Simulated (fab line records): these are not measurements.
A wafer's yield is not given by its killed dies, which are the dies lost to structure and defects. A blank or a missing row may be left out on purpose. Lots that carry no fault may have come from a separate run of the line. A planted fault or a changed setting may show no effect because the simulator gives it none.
Matching of chambers + flow n5-finfet + rie-diel-06 running N5_BEOL_M13_ETCH_67: 4 sister chambers
The step etches SiARC in CF4, target depth 143 nm, time 238.3 s. 4 wafers are shown with their chamber, then 11 later ones without.

## WAFERS PAIRED WITH THEIR CHAMBERS
| wafer  | chamber | drypump-motor-current-A (A) |
|--------|---------|-----------------------------|
| L087.1 | 2       | 5.9                         |
| L087.2 | 0       | 5.5                         |
| L087.3 | 3       | 6.0                         |
| L087.4 | 1       | 6.2                         |

## WAFERS WITH NO CHAMBER GIVEN
| wafer  | drypump-motor-current-A (A) |
|--------|-----------------------------|
| L087.5 | 5.9                         |
| L087.6 | 6.2                         |
| L091.1 | 5.4                         |
| L091.5 | 6.2                         |
| L091.6 | 5.4                         |
| L093.1 | 6.2                         |
| L093.2 | 5.9                         |
| L093.3 | 6.0                         |
| L093.4 | 6.2                         |
| L093.5 | 6.0                         |
| L093.6 | 5.9                         |

## CHAMBER TAKEN BY EACH
| wafer  | from the rows above | in truth |
|--------|---------------------|----------|
| L087.5 | 2                   | 2        |
| L087.6 | 1                   | 1        |
| L091.1 | 0                   | 0        |
| L091.5 | 1                   | 1        |
| L091.6 | 0                   | 0        |
| L093.1 | 1                   | 1        |
| L093.2 | 2                   | 2        |
| L093.3 | 3                   | 3        |
| L093.4 | 1                   | 1        |
| L093.5 | 3                   | 3        |
| L093.6 | 2                   | 2        |
Correct placement for 11 of the 11. Number that these rows cannot place: 0. Wrongly placed: 0.
How it was worked out, from the rows above alone: a wafer's distance from a chamber is the root of the sum, over the readings, of the square of ((its reading less the chamber's mean) divided by the reading's scatter). The wafer belongs to the nearest chamber; if the next one is less than 2 further off, it can't be placed. A chamber's mean is the mean of its shown wafers. The scatter: root of mean squared gap, hidden wafer to nearest shown wafer, with one shown wafer a chamber.
